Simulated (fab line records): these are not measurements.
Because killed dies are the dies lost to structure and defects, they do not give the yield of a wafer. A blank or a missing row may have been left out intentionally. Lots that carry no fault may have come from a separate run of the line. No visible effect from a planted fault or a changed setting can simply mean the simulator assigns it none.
Which of the tools did it?    flow n5_finfet    72 wafers from 24 lots sampled at 5 of the route's 1938 steps

== WHAT THE GAUGES SHOWED, per wafer ==
N5_BEOL_M2_RS_MEAS_58: uses a four-point probe to measure. Usual: for M2_RS the level is 0.68 ohm/sq and the standard deviation is 0.032.
lot   measured      on             M2_RS (ohm/sq)  flag
L074  day 6 18:21   film_metro-01  0.77 0.61 0.63  
L075  day 7 06:04   film_metro-02  0.72 0.75 0.69  
L077  day 7 09:41   film_metro-02  0.69 0.60 0.62  
L076  day 7 12:53   film_metro-02  0.72 0.69 0.62  
L078  day 8 04:25   film_metro-02  0.70 0.68 0.68  
L079  day 8 07:08   film_metro-01  0.64 0.70 0.68  
L081  day 8 22:09   film_metro-02  0.70 0.70 0.65  
L082  day 9 04:38   film_metro-02  0.71 0.67 0.69  
L080  day 9 04:52   film_metro-02  0.70 0.73 0.68  
L083  day 9 11:11   film_metro-02  0.69 0.66 0.70  
L084  day 9 13:58   film_metro-01  0.65 0.66 0.73  
L085  day 9 15:26   film_metro-02  0.68 0.61 0.69  
L086  day 9 19:43   film_metro-02  0.71 0.69 0.69  
L087  day 10 02:31  film_metro-01  0.67 0.69 0.65  
L088  day 10 06:41  film_metro-02  0.65 0.62 0.73  
L089  day 10 13:38  film_metro-02  0.70 0.71 0.69  
L090  day 11 01:00  film_metro-02  0.69 0.72 0.70  
L092  day 11 07:34  film_metro-02  0.62 0.65 0.65  
L091  day 11 16:17  film_metro-02  0.68 0.66 0.64  
L093  day 11 17:47  film_metro-01  0.70 0.71 0.66  
L094  day 12 02:38  film_metro-01  0.67 0.67 0.68  
L095  day 12 16:38  film_metro-02  0.68 0.72 0.67  
L096  day 12 18:50  film_metro-01  0.70 0.69 0.70  
L097  day 13 04:05  film_metro-01  0.64 0.68 0.72  

N5_BEOL_M3_INSPECT_13: inspects for defects (brightfield). Usual: raw_defect_count reads 427 (standard deviation 110).
lot   measured      on                 raw_defect_count  flag
L074  day 6 19:58   defect_inspect-01  304 340 280       
L075  day 7 07:04   defect_inspect-02  358 381 268       
L077  day 7 10:32   defect_inspect-02  344 448 376       
L076  day 7 14:10   defect_inspect-02  555 553 321       
L078  day 8 06:56   defect_inspect-02  276 317 277       
L079  day 8 09:58   defect_inspect-02  479 482 357       
L081  day 9 00:14   defect_inspect-01  488 428 666       
L082  day 9 06:31   defect_inspect-01  323 385 406       
L080  day 9 06:40   defect_inspect-01  305 335 292       
L083  day 9 13:17   defect_inspect-01  379 479 518       
L084  day 9 15:54   defect_inspect-01  617 468 430       
L085  day 9 16:34   defect_inspect-02  482 796 355       
L086  day 9 21:01   defect_inspect-01  347 449 438       
L087  day 10 03:47  defect_inspect-01  369 334 357       
L088  day 10 07:48  defect_inspect-02  536 435 364       
L089  day 10 15:10  defect_inspect-01  565 673 662       
L090  day 11 03:47  defect_inspect-01  589 277 332       
L092  day 11 12:14  defect_inspect-01  363 347 433       
L091  day 11 17:40  defect_inspect-02  377 378 436       
L093  day 11 19:03  defect_inspect-02  428 277 404       
L094  day 12 03:59  defect_inspect-01  352 387 457       
L095  day 12 18:46  defect_inspect-01  433 403 460       
L096  day 12 21:34  defect_inspect-01  529 547 528       
L097  day 13 05:33  defect_inspect-02  634 698 700       

N5_BEOL_M3_CD_MEAS_18: pitch 36 nm, target cd 18 nm. Usual: cd_nm reads 18.0 nm (standard deviation 0.33).
lot   measured      on         cd_nm (nm)      flag
L074  day 6 20:26   cd_sem-03  18.1 18.0 18.0  
L075  day 7 07:32   cd_sem-03  17.6 18.4 18.1  
L077  day 7 11:01   cd_sem-02  17.8 18.0 17.7  
L076  day 7 14:49   cd_sem-01  18.3 18.1 18.5  
L078  day 8 08:05   cd_sem-03  17.6 18.0 17.7  
L079  day 8 11:09   cd_sem-01  17.8 17.8 17.9  
L081  day 9 00:42   cd_sem-01  18.1 17.9 18.4  
L082  day 9 06:58   cd_sem-02  17.7 18.1 18.2  
L080  day 9 07:08   cd_sem-03  18.1 18.4 17.1  
L083  day 9 14:09   cd_sem-02  18.2 17.9 17.3  
L084  day 9 16:38   cd_sem-01  18.3 18.2 18.1  
L085  day 9 17:02   cd_sem-03  17.9 17.8 18.0  
L086  day 9 21:34   cd_sem-03  18.3 18.5 17.8  
L087  day 10 04:14  cd_sem-01  18.3 17.6 17.6  
L088  day 10 08:16  cd_sem-01  18.4 18.0 17.8  
L089  day 10 15:38  cd_sem-02  17.6 18.0 18.1  
L090  day 11 04:37  cd_sem-03  17.8 18.1 18.0  
L092  day 11 12:41  cd_sem-03  18.5 18.5 18.2  
L091  day 11 18:09  cd_sem-02  17.8 18.2 17.4  
L093  day 11 19:31  cd_sem-02  18.4 18.3 18.5  
L094  day 12 04:39  cd_sem-02  17.7 17.9 18.0  
L095  day 12 19:17  cd_sem-01  17.9 17.8 17.8  
L096  day 12 22:03  cd_sem-01  18.3 18.1 18.0  
L097  day 13 06:03  cd_sem-03  18.2 18.1 18.1  

== EACH LOT AND THE TOOL THAT RAN IT (in order: tool; ch and the chambers of the sampled wafers; start) ==
lot   N5_BEOL_M2_CMP_52              N5_BEOL_M3_HM_DEP_02
L074  cmp-03 ch 0,1,3, day 6 17:47   pvd_sputter-01, day 6 19:22
L075  cmp-02 ch 0,1,3, day 7 05:35   pvd_sputter-01, day 7 06:35
L077  cmp-02 ch 0,3, day 7 09:07     pvd_sputter-02, day 7 10:03
L076  cmp-04 ch 1,3, day 7 12:22     pvd_sputter-02, day 7 13:41
L078  cmp-04 ch 0,1, day 8 03:49     pvd_sputter-03, day 8 06:20
L079  cmp-03 ch 0,2,3, day 8 06:39   pvd_sputter-01, day 8 09:22
L081  cmp-02 ch 0,1, day 8 21:35     pvd_sputter-01, day 8 23:37
L082  cmp-02 ch 0,1,2, day 9 04:05   pvd_sputter-01, day 9 05:54
L080  cmp-02 ch 0,1,3, day 9 04:25   pvd_sputter-01, day 9 06:00
L083  cmp-04 ch 1,2,3, day 9 10:25   pvd_sputter-02, day 9 12:49
L084  cmp-02 ch 0,1,2, day 9 13:26   pvd_sputter-01, day 9 15:25
L085  cmp-03 ch 1,3, day 9 14:55     pvd_sputter-03, day 9 16:05
L086  cmp-02 ch 1,2,3, day 9 19:10   pvd_sputter-01, day 9 20:32
L087  cmp-03 ch 0,3, day 10 01:57    pvd_sputter-02, day 10 03:18
L088  cmp-03 ch 1,3, day 10 06:08    pvd_sputter-02, day 10 07:19
L089  cmp-02 ch 0,2,3, day 10 13:05  pvd_sputter-02, day 10 14:41
L090  cmp-02 ch 1,2,3, day 11 00:27  pvd_sputter-03, day 11 03:10
L092  cmp-02 ch 1,2,3, day 11 07:08  pvd_sputter-02, day 11 11:45
L091  cmp-02 ch 0,1,2, day 11 15:44  pvd_sputter-03, day 11 17:10
L093  cmp-04 ch 0,3, day 11 17:17    pvd_sputter-01, day 11 18:27
L094  cmp-02 ch 1,3, day 12 02:04    pvd_sputter-02, day 12 03:23
L095  cmp-03 ch 0,1,2, day 12 16:09  pvd_sputter-03, day 12 18:10
L096  cmp-03 ch 0,2, day 12 18:08    pvd_sputter-03, day 12 21:05
L097  cmp-02 ch 0,1,2, day 13 03:32  pvd_sputter-03, day 13 04:57
- N5_BEOL_M2_CMP_52: polishes, stops on SiOC, t overpolish 6.8 s, target thk 40 nm.
- N5_BEOL_M3_HM_DEP_02: deposits TiN, target thk 20 nm.

== AS READ BY THE TOOLS THEMSELVES (means over the sampled wafers that have a number; for cases with no such wafer, the mark the record gives instead) ==
N5_BEOL_M2_CMP_52. Usual: barrier_field_endpoint_s 24.3 s, standard deviation 0.62; motor_current_A 5.8 A, standard deviation 0.72; overpolish_run_s 6.800 s, standard deviation 0.0095; time_to_endpoint_s 60.9 s, standard deviation 2.8.
lot   tool    barrier_field_endpoint_s (s)  motor_current_A (A)  overpolish_run_s (s)  time_to_endpoint_s (s)  flag
L074  cmp-03  24.4                          5.7                  6.802                 63.4                    
L075  cmp-02  23.8                          5.9                  6.791                 58.2                    
L077  cmp-02  24.3                          6.4                  6.795                 60.5                    
L076  cmp-04  24.3                          6.0                  6.805                 60.4                    
L078  cmp-04  24.0                          6.0                  6.804                 58.1                    
L079  cmp-03  24.5                          5.6                  6.809                 61.1                    
L081  cmp-02  24.0                          5.7                  6.810                 58.9                    
L082  cmp-02  24.0                          5.4                  6.794                 62.7                    
L080  cmp-02  24.4                          6.1                  6.801                 58.5                    
L083  cmp-04  24.6                          5.9                  6.797                 61.8                    
L084  cmp-02  23.7                          5.3                  6.807                 58.2                    
L085  cmp-03  24.8                          6.4                  6.796                 62.0                    
L086  cmp-02  23.6                          5.8                  6.802                 60.0                    
L087  cmp-03  25.2                          5.1                  6.800                 66.8                    
L088  cmp-03  24.4                          6.5                  6.801                 60.4                    
L089  cmp-02  24.4                          5.9                  6.802                 60.7                    
L090  cmp-02  24.6                          5.9                  6.798                 62.0                    
L092  cmp-02  25.1                          5.6                  6.793                 60.6                    
L091  cmp-02  25.2                          5.3                  6.801                 63.1                    
L093  cmp-04  24.2                          6.1                  6.804                 59.7                    
L094  cmp-02  25.1                          5.7                  6.808                 61.9                    
L095  cmp-03  23.5                          6.0                  6.789                 61.0                    
L096  cmp-03  23.8                          5.8                  6.804                 61.0                    
L097  cmp-02  23.9                          5.4                  6.795                 60.8                    

N5_BEOL_M3_HM_DEP_02. Usual: throttle_valve_pct reads 30.4 % (standard deviation 1).
lot   tool            throttle_valve_pct (%)  flag
L074  pvd_sputter-01  29.8                    
L075  pvd_sputter-01  30.3                    
L077  pvd_sputter-02  31.6                    
L076  pvd_sputter-02  30.8                    
L078  pvd_sputter-03  29.9                    
L079  pvd_sputter-01  30.1                    
L081  pvd_sputter-01  30.7                    
L082  pvd_sputter-01  29.7                    
L080  pvd_sputter-01  29.8                    
L083  pvd_sputter-02  30.8                    
L084  pvd_sputter-01  30.8                    
L085  pvd_sputter-03  30.8                    
L086  pvd_sputter-01  29.9                    
L087  pvd_sputter-02  30.0                    
L088  pvd_sputter-02  30.7                    
L089  pvd_sputter-02  30.6                    
L090  pvd_sputter-03  29.9                    
L092  pvd_sputter-02  31.5                    
L091  pvd_sputter-03  30.4                    
L093  pvd_sputter-01  30.1                    
L094  pvd_sputter-02  29.8                    
L095  pvd_sputter-03  30.3                    
L096  pvd_sputter-03  30.9                    
L097  pvd_sputter-03  30.4                    

== THE ANSWER, worked out from the rows above alone ==
Rule: take the mean of a lot's wafers that have a number; if it is more than 3 standard deviations from the usual mean, the lot is off. A lot without any number at a reading at which 4 lots or more have one is off too. The other lots that the step has rows for count as sound. The gauges are gone through in route order, then the tools' own readings, and for those a lot's mean is taken as printed above. At the first step where some lot is off, the reading lying furthest off is the one used; lots without a number count as furthest.
None of the lots is off at any reading shown; this tells nothing.

== WHAT THE SIMULATOR HAD PUT IN ==
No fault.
